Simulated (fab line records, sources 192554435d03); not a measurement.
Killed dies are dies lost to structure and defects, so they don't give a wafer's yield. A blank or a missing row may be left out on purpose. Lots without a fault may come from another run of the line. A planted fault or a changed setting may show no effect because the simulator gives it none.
Chamber matching | flow n5_finfet | N5_SD_EPI_N_LINER_46 on ald_sin-03: 4 sister chambers
The step material SiNx, target thk 3 nm. 27 wafers are shown with their chamber, then 12 later ones without.

WAFERS WITH THEIR CHAMBER
wafer  | chamber | heater_power_w (W) | susceptor_temp_C (C)
L074.2 | 1       | 839                | 400.19
L074.3 | 2       | 915                | 399.86
L074.5 | 2       | 905                | 400.15
L075.1 | 1       | 828                | 400.09
L075.3 | 2       | 898                | 400.08
L075.5 | 3       | 858                | 400.30
L076.1 | 1       | 840                | 400.20
L076.4 | 3       | 850                | 399.97
L076.6 | 0       | 865                | 400.21
L078.1 | 2       | 918                | 400.12
L078.2 | 0       | 836                | 400.23
L078.4 | 1       | 840                | 400.14
L080.2 | 1       | 837                | 399.97
L080.3 | 3       | 857                | 399.80
L080.4 | 2       | 915                | 399.98
L082.1 | 1       | 816                | 400.17
L082.3 | 2       | 953                | 399.91
L082.6 | 0       | 840                | 400.14
L085.1 | 1       | 834                | 400.17
L085.4 | 2       | 919                | 400.16
L085.5 | 3       | 835                | 399.98
L087.1 | 3       | 842                | 399.85
L087.3 | 1       | 825                | 400.21
L087.5 | 2       | 914                | 400.03
L088.1 | 1       | 878                | 399.84
L088.2 | 3       | 848                | 400.24
L088.4 | 0       | 814                | 400.21

SIGNATURES (means of the wafers above)
reading          | chamber 0 | chamber 1 | chamber 2 | chamber 3 | scatter within a chamber
heater_power_w   | 838.75    | 837.44    | 917.12    | 848.33    | 16
susceptor_temp_C | 400.1975  | 400.1089  | 400.0362  | 400.0233  | 0.136
Rule: a wafer's distance from a chamber is the root of the sum, over the readings, of the square of ((its reading less the chamber's mean) divided by the reading's scatter). The wafer belongs to the nearest chamber; if the next one is less than 2 further off, it can't be placed. The scatter: the root of (the sum of the squares of (reading less its chamber's mean) over the shown wafers, divided by (wafers less chambers)).

WAFERS WITHOUT THEIR CHAMBER
wafer  | heater_power_w (W) | susceptor_temp_C (C)
L089.2 | 826                | 400.06
L089.3 | 822                | 400.00
L089.5 | 835                | 399.88
L091.3 | 842                | 400.47
L091.4 | 839                | 399.48
L091.6 | 850                | 400.23
L096.1 | 822                | 399.91
L096.2 | 936                | 400.13
L096.6 | 843                | 400.02
L097.1 | 854                | 399.85
L097.3 | 943                | 399.98
L097.5 | 826                | 400.40

WHICH CHAMBER EACH WENT THROUGH
wafer  | from the rows above          | in truth
L089.2 | can't be placed: 1 or 0 or 3 | 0
L089.3 | can't be placed: 1 or 3 or 0 | 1
L089.5 | can't be placed: 3 or 1 or 0 | 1
L091.3 | can't be placed: 0 or 1 or 3 | 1
L091.4 | can't be placed: 3 or 1 or 0 | 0
L091.6 | can't be placed: 0 or 1 or 3 | 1
L096.1 | can't be placed: 1 or 3 or 0 | 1
L096.2 | 2                            | 2
L096.6 | can't be placed: 3 or 1 or 0 | 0
L097.1 | can't be placed: 3 or 1 or 0 | 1
L097.3 | 2                            | 2
L097.5 | can't be placed: 0 or 1 or 3 | 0
Placed correctly: 2 of 12. Can't be placed from these rows: 10 (the true chamber is among the candidates in 10). Placed wrongly: 0.
